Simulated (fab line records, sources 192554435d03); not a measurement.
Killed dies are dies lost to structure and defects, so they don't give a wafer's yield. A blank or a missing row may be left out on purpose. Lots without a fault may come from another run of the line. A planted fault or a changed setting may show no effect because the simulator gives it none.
A struck lot beside a sound one | flow n5_finfet | 27 steps out of a route of 1938
Sound: wafers L253.1, L253.3, L253.6. Struck: wafers L245.1, L245.2, L245.4. The cause comes at the end.
At each step with rows: each side's tool, then ch and its chambers, then its first start. Under that, the readings that differ: sound wafers | struck wafers | difference of the means | sigmas: that difference in standard deviations of wafers without a fault.
alike: readings whose means differ by less than 2 such deviations, and words and numbers that are the same on both sides. not compared: withheld readings, readings that some wafer has no value for, bounds like >300 that may hide the same value, and numbers for which the record gives no deviation and whose values overlap.
The two part at a step that has a row with sigmas, a row that says differs or no value, or rows on one side only. Numbers that don't overlap but have no deviation are shown without sigmas and don't part them. A reading that every wafer of one side lacks parts them only if that side has two wafers or more.

first, 11 steps without rows for these wafers: N5_FIN_SAQP_STRIP_53 (strips in N2/H2); N5_FIN_SAQP_HM_OPEN_73 (chemistry CHF3/O2, target SiO2, stops on a-Si, target depth 12 nm, time 16.8 s); N5_FIN_SAQP_STRIP_74 (strips in CHF3/O2); N5_FIN_SAQP_MANDREL_ETCH_22 (etches a-Si in HBr/Cl2, stops on SiNx, target depth 60 nm, bt time 10 s, time 30 s); N5_FIN_SAQP_STRIP_55 (strips in N2/H2); N5_FIN_SAQP_STRIP_23 (strips in SPM, time 750 s); N5_FIN_SAQP_SRD_66 (time 30 s); N5_FIN_SAQP_RECESS_75 (chemistry HF/NH3, target SiO2, target depth 14.4 nm, afs cycles 3, sublimation time 60 s); N5_FIN_SAQP_SPACER1_ALD_24 (deposits SiO2, target thk 20.3 nm, pulse time 1 s, purge time 2 s); N5_FIN_SAQP_SPACER1_ETCHBACK_25 (etches SiO2 in CHF3/O2, target depth 24.4 nm, time 12.2 s); N5_FIN_SAQP_MANDREL1_REMOVE_56 (chemistry HBr/Cl2/O2, target a-Si, stops on SiNx, bt time 10 s).
N5_FIN_SAQP_ETCH_57: etches SiNx in CH3F/O2, target depth 32.5 nm, time 46.4 s.
  sound on rie_diel-06 ch 0,2,3, day 5 11:46; struck on rie_diel-01 ch 1,2,3, day 3 11:43
  no value came back on the struck wafers for any of 8 readings (CH3F_flow_sccm (sccm), O2_flow_sccm (sccm) and others); on the sound wafers CH3F_flow_sccm (sccm) reads 30.07 30.13 29.96
  not compared: rf_hours_counter_h
then, 1 step without rows for these wafers: N5_FIN_SAQP_ETCH_65 (etches SiO2 in CF4, target depth 4 nm, time 4.4 s).
N5_FIN_SAQP_MANDREL_ETCH_58: etches a-Si in HBr/Cl2, stops on SiNx, target depth 45 nm, bt time 10 s, time 27 s.
  sound on rie_si-01 ch 2,3, day 5 11:55; struck on rie_si-04 ch 0,2,3, day 3 11:52
  reading               | sound             | struck            | difference | sigmas
  oes_product_au (a.u.) | 0.697 0.719 0.700 | 0.311 0.315 0.317 | -0.391     | -36
  alike: HBr_flow_sccm, bias_w, drypump_motor_current_A, he_backside_leak_sccm, throttle_valve_pct
  not compared: rf_hours_counter_h
then, 2 steps without rows for these wafers: N5_FIN_SAQP_RECESS_63 (chemistry HF/NH3, target SiO2, target depth 18 nm, afs cycles 3, sublimation time 60 s); N5_FIN_SAQP_COAT_68 (time 60 s, resist thk 100 nm).
N5_FIN_SAQP_ETCH_69: etches SOC in N2/H2, stops on SiNx, target depth 150 nm.
  sound on rie_diel-04 ch 0,2, day 5 12:26; struck on rie_diel-04 ch 0,2,3, day 3 12:23
  reading               | sound          | struck         | difference | sigmas
  oes_product_au (a.u.) | 0.72 0.70 0.72 | 0.27 0.30 0.28 | -0.43      | -7
  alike: bias_w, chamber_pressure_mTorr, drypump_motor_current_A, rf_vpp_V, showerhead_plenum_p_Torr, throttle_valve_pct
  not compared: rf_hours_counter_h
then, 4 steps without rows for these wafers: N5_FIN_SAQP_ETCH_67 (etches SiNx in CH3F/O2, target depth 30 nm); N5_FIN_SAQP_STRIP_70 (strips in N2/H2); N5_FIN_SAQP_RECESS_71 (chemistry HF/NH3, target SiO2, target depth 3 nm, afs cycles 1, sublimation time 60 s); N5_FIN_SAQP_SPACER2_ALD_28 (deposits SiO2, target thk 8.1 nm, pulse time 1 s, purge time 2 s).
N5_FIN_SAQP_SPACER2_ETCHBACK_29: etches SiO2 in CHF3/O2, target depth 12.2 nm, time 6.1 s.
  sound on rie_diel-06 ch 0,1, day 5 13:07; struck on rie_diel-01 ch 0,2,3, day 3 13:01
  reading               | sound          | struck         | difference | sigmas
  oes_product_au (a.u.) | 0.87 0.76 0.76 | 0.31 0.34 0.34 | -0.47      | -8
  alike: O2_flow_sccm, drypump_motor_current_A, rf_vpp_V, showerhead_plenum_p_Torr, throttle_valve_pct
  not compared: rf_hours_counter_h
N5_FIN_SAQP_MANDREL2_REMOVE_60: chemistry HBr/Cl2/O2, target a-Si, stops on SiNx, bt time 10 s.
  sound on rie_si-02 ch 0,2,3, day 5 13:12; struck on rie_si-04 ch 0,2,3, day 3 13:06
  reading               | sound             | struck            | difference | sigmas
  oes_product_au (a.u.) | 1.006 1.006 1.035 | 0.373 0.381 0.375 | -0.639     | -43
  alike: O2_flow_sccm, drypump_motor_current_A, he_backside_leak_sccm, throttle_valve_pct
  not compared: rf_hours_counter_h
N5_FIN_SAQP_CD_MEAS_31: target cd 8 nm.
  sound on cd_sem-02 ch 0, day 5 13:18; struck on cd_sem-02 ch 0, day 3 13:13
  reading    | sound          | struck | difference                    | sigmas
  cd_nm (nm) | 8.23 7.98 7.90 | - - -  | no value on the struck wafers |
then, 1 step without rows for these wafers: N5_FIN_SAQP_HM_OPEN_33 (chemistry CH3F/O2, target SiNx, target depth 49.4 nm, time 70.6 s).
N5_BEOL_M4_RC_MEAS_101:
  the record has rows for the sound wafers here (prober-02 ch 0, day 13 02:58) and none for the struck ones
-- the record jumps here: 13 days lie between the struck wafers' starts before and after (it left off in module BEOL_M4 and takes up again in module PASSIVATION, whose first step shown is number 1936 of the route) --
N5_PASSIVATION_PROBE_49:
  the record has rows for the struck wafers here (prober-02, day 16 04:46) and none for the sound ones

WHERE THEY PART
First at N5_FIN_SAQP_ETCH_57; last, within this record, at N5_PASSIVATION_PROBE_49.

WHY: what the simulator had put in
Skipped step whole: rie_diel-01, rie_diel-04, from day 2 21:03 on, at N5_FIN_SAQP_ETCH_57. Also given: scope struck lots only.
